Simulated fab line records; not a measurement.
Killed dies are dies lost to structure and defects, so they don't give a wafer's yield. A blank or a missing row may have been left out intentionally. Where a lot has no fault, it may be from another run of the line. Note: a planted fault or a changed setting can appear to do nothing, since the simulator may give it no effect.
Comparing a struck lot with a sound one -- flow nandHarc -- 18 steps out of a route of 1302
Sound: wafers L557.3, L557.5, L557.6. The struck wafers were L563.1, L563.4, L563.6. At the end, the cause is stated.
Each step with rows lists, per side, the tool, then ch with its chambers, then its first start. Under that, the readings that differ: sound wafers -- struck wafers -- difference of the means -- sigmas: that difference in standard deviations of wafers without a fault.
alike: words and numbers the same on both sides, and readings whose means are apart by under 2 such deviations; not compared: readings that were withheld, readings missing a value for some wafer, numbers with overlapping values and no deviation given by the record, and bounds like >300 which may hide the same value.
Wherever a step has rows on one side only, a row that says differs or no value, or a row with sigmas, the two part there. Numbers that don't overlap but have no deviation are shown without sigmas and don't part them. Lack of a reading on every wafer of one side parts them only where that side has two or more wafers.

NHARC_P_M0_OVL_MEAS_10: pitch 180 nm.
  sound on overlay-01, day 6 00:35; struck on overlay-01, day 8 09:20
  alike: overlayXNm, overlayYNm
NHARC_P_M0_INSPECT_11:
  sound on defectInspect-02, day 6 00:37; struck on defectInspect-01, day 8 09:22
  alike: rawDefectCount
then, 1 step without rows for these wafers: NHARC_P_M0_DESCUM_14 (chemistry O2, time 3 s).
NHARC_P_M0_ETCH_34: etches the open film in N2/H2, target depth 40 nm, overetch 12 nm, time 43.94 s.
  sound on rieDiel-04 ch 2,3, day 6 00:46; struck on rieDiel-01 ch 1,2,3, day 8 09:32
  alike: drypumpMotorCurrentA, oesProductAu, rfVppV, showerheadPlenumPTorr, throttleValvePct
  not compared: rfHoursCounterH
then, 1 step without rows for these wafers: NHARC_P_M0_ETCH_15 (etches the open film in C4F8/Ar, target depth 150 nm, overetch 15 nm, time 82.5 s).
NHARC_P_M0_CD_MEAS_16:
  sound on cdSem-01, day 6 00:59; struck on cdSem-01, day 8 09:44
reading,sound,struck,difference,sigmas
cdNm (nm),90.4 90.5 91.1,89.1 89.1 89.0,-1.6,-3
NHARC_P_M0_STRIP_18: strips in N2/H2.
  sound on rieDiel-04 ch 2,3, day 6 01:06; struck on rieDiel-04 ch 2,3, day 8 09:49
  alike: drypumpMotorCurrentA, oesProductAu, rfVppV, showerheadPlenumPTorr, throttleValvePct
  not compared: rfHoursCounterH
then, 1 step without rows for these wafers: NHARC_P_M0_STRIP_19 (strips in post etch residue remover, time 600 s).
NHARC_P_M0_DEGAS_28: time 60 s.
  sound on pvdSputter-03, day 6 01:40; struck on pvdSputter-01, day 8 10:21
  alike: heaterPowerW
NHARC_P_M0_PRE_CLEAN_29: time 30 s.
  sound on pvdSputter-03; struck on pvdSputter-01
  alike: heaterPowerW
then, 1 step without rows for these wafers: NHARC_P_M0_PVD_20 (deposits TaN, target thk 5 nm, time 8.06 s).
NHARC_P_M0_PVD_21: deposits Cu, target thk 30 nm, time 20.49 s.
  sound on pvdSputter-03; struck on pvdSputter-01
  alike: throttleValvePct
NHARC_P_M0_ECD_22: material Cu, target thk 400 nm.
  sound on ecdCu-02 ch 0,1, day 6 02:09; struck on ecdCu-01 ch 0, day 8 10:43
  no value came back on the struck wafers for bathHeatDutyPct (%), bathTempC (C); on the sound wafers bathHeatDutyPct (%) reads 7.3 7.9 6.8
then, 1 step without rows for these wafers: NHARC_P_M0_ANNEAL_30 (time 90 s).
NHARC_P_M0_CMP_23: polishes, t overpolish 20 s, target thk 117.54 nm.
  sound on cmp-03 ch 0,3, day 6 02:45; struck on cmp-01 ch 0,1, day 8 11:27
reading,sound,struck,difference,sigmas
timeToEndpointS (s),26.5 26.7 27.8,3.4 2.6 1.5,-24.5,-11
  alike: edgeZonePressureFrac, motorCurrentA
NHARC_P_M0_THK_MEAS_24: measures by xrf.
  sound on filmMetro-01, day 6 03:02; struck on filmMetro-02, day 8 11:46
reading,sound,struck,difference,sigmas
thkNm (nm),116.7 116.2 116.0,31.2 28.6 30.1,-86.3,-62
then, 1 step without rows for these wafers: NHARC_P_M0_SRD_25.
-- jump in the record: it breaks off in module P_M0 and resumes in module END (first step shown: number 1302 of the route), and 18 days separate the struck wafers' starts before and after --
NHARC_END_SORT_01:
  at this point the record logs the struck wafers (prober-01 ch 0, day 26 18:53) and has no rows for the sound ones

== WHERE THEY PART ==
First at NHARC_P_M0_CD_MEAS_16; last, within this record, at NHARC_END_SORT_01.

WHY: the cause the simulator had injected
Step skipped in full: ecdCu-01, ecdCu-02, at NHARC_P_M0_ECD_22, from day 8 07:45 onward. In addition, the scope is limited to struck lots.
